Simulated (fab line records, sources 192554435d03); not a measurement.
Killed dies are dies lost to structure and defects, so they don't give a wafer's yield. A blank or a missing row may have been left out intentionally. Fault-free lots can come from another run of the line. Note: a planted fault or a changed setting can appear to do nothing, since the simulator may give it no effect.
Lot-split experiment | flow n5Finfet | route with 1938 steps; 7 lots, 21 wafers read

THE SPLIT
At N5_BEOL_M7_EXPOSE_25 (exposes mask V6, target cd 40 nm), the setting doseMj was moved away from the recipe's 42.5 on 7 of the 21 wafers read, by -6.0% to +6.3%. The other wafers ran this setting at the recipe's value.

FROM THE SPLIT TO THE READING: what the file shows between them, 2 steps
- N5_BEOL_M7_PEB_26: peb time 60 s
- N5_BEOL_M7_DEVELOP_27: develop time 30 s

THE READING
At N5_BEOL_M7_CD_MEAS_28: cdNm in nanometres, against a target cd of 40 nm. Fault-free wafers of this fab line usually give 39.97 nm, standard deviation 0.24 nm.

wafer  | tool, chamber at the split | doseMj as run | against the recipe | cdNm, nm | against lot-mates on the recipe
L077.3 | euvScanner-01, 0           | 42.5          | recipe             | 39.91    | -
L077.5 | euvScanner-01, 0           | 42.5          | recipe             | 39.95    | -
L077.6 | euvScanner-01, 0           | 42.5          | recipe             | 40.01    | -
L079.4 | euvScanner-02, 0           | 42.5          | recipe             | 40.18    | -
L079.5 | euvScanner-02, 0           | 42.5          | recipe             | 40.05    | -
L079.6 | euvScanner-02, 0           | 42.5          | recipe             | 40.08    | -
L080.4 | euvScanner-01, 0           | 45.17         | +6.3%              | 41.32    | +1.70
L080.5 | euvScanner-01, 0           | 45.17         | +6.3%              | 41.21    | +1.59
L080.6 | euvScanner-01, 0           | 42.5          | recipe             | 39.62    | -
L084.2 | euvScanner-02, 0           | 42.5          | recipe             | 39.92    | -
L084.3 | euvScanner-02, 0           | 41.05         | -3.4%              | 39.03    | -0.89
L084.6 | euvScanner-02, 0           | 41.05         | -3.4%              | 39.59    | -0.33
L087.1 | euvScanner-02, 0           | 39.94         | -6.0%              | 38.36    | -0.94
L087.3 | euvScanner-02, 0           | 42.5          | recipe             | 39.30    | -
L087.6 | euvScanner-02, 0           | 39.94         | -6.0%              | 38.44    | -0.86
L085.2 | euvScanner-01, 0           | 42.5          | recipe             | 39.77    | -
L085.3 | euvScanner-01, 0           | 45.08         | +6.1%              | 40.61    | +0.66
L085.5 | euvScanner-01, 0           | 42.5          | recipe             | 40.14    | -
L097.1 | euvScanner-01, 0           | 42.5          | recipe             | 40.06    | -
L097.3 | euvScanner-01, 0           | 42.5          | recipe             | 39.78    | -
L097.5 | euvScanner-01, 0           | 42.5          | recipe             | 39.69    | -

THE FIT
A straight line over all 21 wafers: cdNm changes by +0.206 nm for each +1% of doseMj; r = +0.93; the points scatter about the line by 0.27 nm.
The same after taking each lot's own level away (the mean of its wafers on the recipe; 21 wafers): +0.187 nm for each +1%; r = +0.94; scatter 0.24 nm.
That fit puts the effect of the largest move of doseMj on the reading at 1.2 nm.
The lots' own levels span 39.300 to 40.103 nm, that is 3.3 times the standard deviation above.
Hence the lot-to-lot level has little effect on the slope; both slopes agree.
Check: for one of the wafers moved furthest among these (+6.3%), held out of the fit, the line's prediction against its lot-mates is +1.08 nm. It came out at +1.7 nm against them.

THE OTHER SPLITS THESE WAFERS WENT THROUGH
Before the reading, these wafers also passed through other splits. Each is held against what the fit with the lots' levels taken away leaves over:
other split on the same wafers  | wafers away from the commonest value | r with cdNm (lot level and that fit taken away)
N5_BEOL_M4_COAT_67 spinRpm      | 9                                    | -0.06
N5_BEOL_M4_VIA_ETCH_34 sourceW  | 10                                   | -0.25
N5_BEOL_M4_TRENCH_ETCH_37 biasW | 7                                    | +0.26
N5_BEOL_M5_COAT_22 spinRpm      | 8                                    | -0.14
N5_BEOL_M5_EXPOSE_25 doseMj     | 5                                    | +0.21
N5_BEOL_M6_DESCUM_33 timeS      | 7                                    | -0.44

THE WHOLE CHAIN: every reading that the file lists as answering this split, in the file's order
step                   | what it does                                                        | reading                                                       | change (the file's fit)               | r (the file's)
N5_BEOL_M7_CD_MEAS_28  | target cd 40 nm                                                     | cdNm                                                          | +0.176 nm for each +1% of the setting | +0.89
N5_BEOL_M7_DESCUM_33   | chemistry O2, time 7 s                                              | BEOL_M7.cdNm (the simulator's own value, which no gauge read) | +0.207 nm for each +1% of the setting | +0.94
N5_BEOL_M7_ETCH_72     | etches underlayer in N2/H2, target depth 6.5 nm, time 5.2 s         | BEOL_M7.cdNm (the simulator's own value, which no gauge read) | +0.192 nm for each +1% of the setting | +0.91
N5_BEOL_M7_ETCH_66     | etches SOC in N2/H2, target depth 80 nm, overetch 16 nm, time 120 s | BEOL_M7.cdNm (the simulator's own value, which no gauge read) | +0.238 nm for each +1% of the setting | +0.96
N5_BEOL_M7_VIA_ETCH_34 | etches SiCOH lowk in C4F6/O2, target depth 125.5 nm, time 50.5 s    | BEOL_M7.cdNm (the simulator's own value, which no gauge read) | +0.225 nm for each +1% of the setting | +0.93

THE FILE'S OWN FIT
cdNm changes by +0.176 nm for each +1% of doseMj, r = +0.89.
